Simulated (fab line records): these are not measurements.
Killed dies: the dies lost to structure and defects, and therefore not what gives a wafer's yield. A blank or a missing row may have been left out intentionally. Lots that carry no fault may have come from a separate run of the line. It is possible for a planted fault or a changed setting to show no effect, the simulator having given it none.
Matching of chambers	flow nandHarc	3 sister chambers for NHARC_A_SGD_CUT_DEP_00 on pecvd-04
The step deposits SiNx, target thk 50 nm. 14 wafers are shown with their chamber, then 7 later ones without.

## WAFERS PAIRED WITH THEIR CHAMBERS
wafer	chamber	heaterPowerW (W)	susceptorTempC (C)
L075.2	1	802	400.34
L075.3	2	514	399.87
L075.6	0	579	399.75
L074.1	0	499	399.89
L074.3	2	611	400.01
L074.6	2	620	400.15
L077.1	0	567	399.92
L077.5	2	563	399.85
L077.6	1	1006	400.02
L080.2	1	971	399.99
L080.4	0	606	400.09
L080.6	2	643	399.70
L083.1	0	620	399.70
L083.3	2	645	400.10

SIGNATURES, as means of the wafers listed above
reading	chamber 0	chamber 1	chamber 2	scatter within a chamber
heaterPowerW	574.20	926.33	599.33	64.5
susceptorTempC	399.8700	400.1167	399.9467	0.169
Rule: a wafer lies at a distance from a chamber equal to the root of the sum of squares, over the readings, of (its reading less the chamber's mean, divided by the reading's scatter). The wafer belongs to the nearest chamber; if the next one is less than 2 further off, it can't be placed. How the scatter is found: for the shown wafers, subtract from each reading the mean of its chamber, square and add these, divide the total by (wafers less chambers), then take the root.

## WAFERS WITHOUT THEIR CHAMBER
wafer	heaterPowerW (W)	susceptorTempC (C)
L083.6	943	399.96
L095.1	539	399.58
L095.2	988	399.84
L095.6	631	399.72
L097.1	548	400.42
L097.3	641	399.95
L097.6	551	400.61

## THE CHAMBER EACH PASSED THROUGH
wafer	from the rows above	in truth
L083.6	1	1
L095.1	can't be placed: 0 or 2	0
L095.2	1	1
L095.6	can't be placed: 0 or 2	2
L097.1	can't be placed: 2 or 0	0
L097.3	can't be placed: 2 or 0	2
L097.6	can't be placed: 2 or 0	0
Correct placement for 2 of the 7. Cannot be placed on the basis of these rows: 5; the candidates contain the true chamber in 5. Number placed wrongly: 0.
